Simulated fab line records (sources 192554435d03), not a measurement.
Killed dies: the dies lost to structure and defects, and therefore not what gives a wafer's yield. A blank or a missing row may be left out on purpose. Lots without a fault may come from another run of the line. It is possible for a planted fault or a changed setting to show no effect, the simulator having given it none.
Problem report, 8D (eight disciplines) form, completed by code | flow n5Finfet | the parts of the form that need people (team, actions taken, sign-off) are left out

## 1. THE ISSUE
Wafers without a fault read 70.00 W, standard deviation 0.23; biasW at N5_PASSIVATION_ETCH_15 reads a mean of 82.53 W on 6 wafers belonging to 2 lots. That puts it +54 standard deviations away from the usual mean.
The step: etches SiCN in CF4/N2, target depth 75 nm, time 81.2 s.
First observed at day 13 14:09: wafer L208.2, on rieDiel-02. The record holds 31 wafers of 11 lots with a number at this step. The rule behind "out" and "out of limits": a value lying over 4 standard deviations away from the usual mean. The other wafers with a number count as sound.

## 2. WHAT IT IS, AND WHAT IT ISN'T
question                    | is                     | is not
which readings at this step | biasW, rfVppV          | drypumpMotorCurrentA, oesProductAu, showerheadPlenumPTorr, throttleValvePct
which lots                  | L208, L212             | L204, L216, L217, L218, L220, L221, L222, L223, L226
which wafers of those lots  | all that have a number | -
read on which tools         | rieDiel-02             | rieDiel-03, rieDiel-06
when                        | from day 13 14:09      | up to then (3 sound wafers); but 22 sound wafers of L216, L217, L218, L220, L221, L222, L223, L226 came after

## 3. THE SUSPECTS, EACH WITH WHAT RULES IT OUT
Counting: a tool at a process step up to the reading stays a suspect if it ran every lot that is out and no sound lot after the first of them.
- rieDiel-02 at N5_PASSIVATION_ETCH_15 (etches SiCN in CF4/N2, target depth 75 nm, time 81.2 s): ruled out as a lasting fault. After its first lot that is out, L208 (day 13 14:09), sound lots L220, L221, L223, L226 ran on it.
Left after counting: nothing in the record.

## 4. THE CAUSE (what the simulator had put in)
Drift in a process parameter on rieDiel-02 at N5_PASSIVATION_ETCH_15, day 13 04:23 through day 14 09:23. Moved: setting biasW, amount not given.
Counting ruled it out, wrongly.

## 5. SEQUENCE OF EFFECTS, ordered by route
Each row: a reading where the mean over the struck wafers with a number is more than 3 standard deviations away from the usual. Readings are gone through only where the record gives a usual standard deviation; hours: the median, over the lots, of the time from a lot's start at the first step in this table giving one to that lot's start at this step; sigmas: the change measured in usual standard deviations.
hours | step                   | reading | usual   | on struck wafers | change | sigmas
0     | N5_PASSIVATION_ETCH_15 | biasW   | 70.00 W | 82.53            | +12.53 | +54
0     | N5_PASSIVATION_ETCH_15 | rfVppV  | 381.9 V | 424.1            | +42.2  | +26
Process steps it contains:
- N5_PASSIVATION_ETCH_15: etches SiCN in CF4/N2, target depth 75 nm, time 81.2 s.

## 6. WHAT WOULD HAVE CAUGHT IT SOONER
First out-of-limits reading in this record: day 13 14:09, which is 10 hours after fault onset at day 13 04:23.
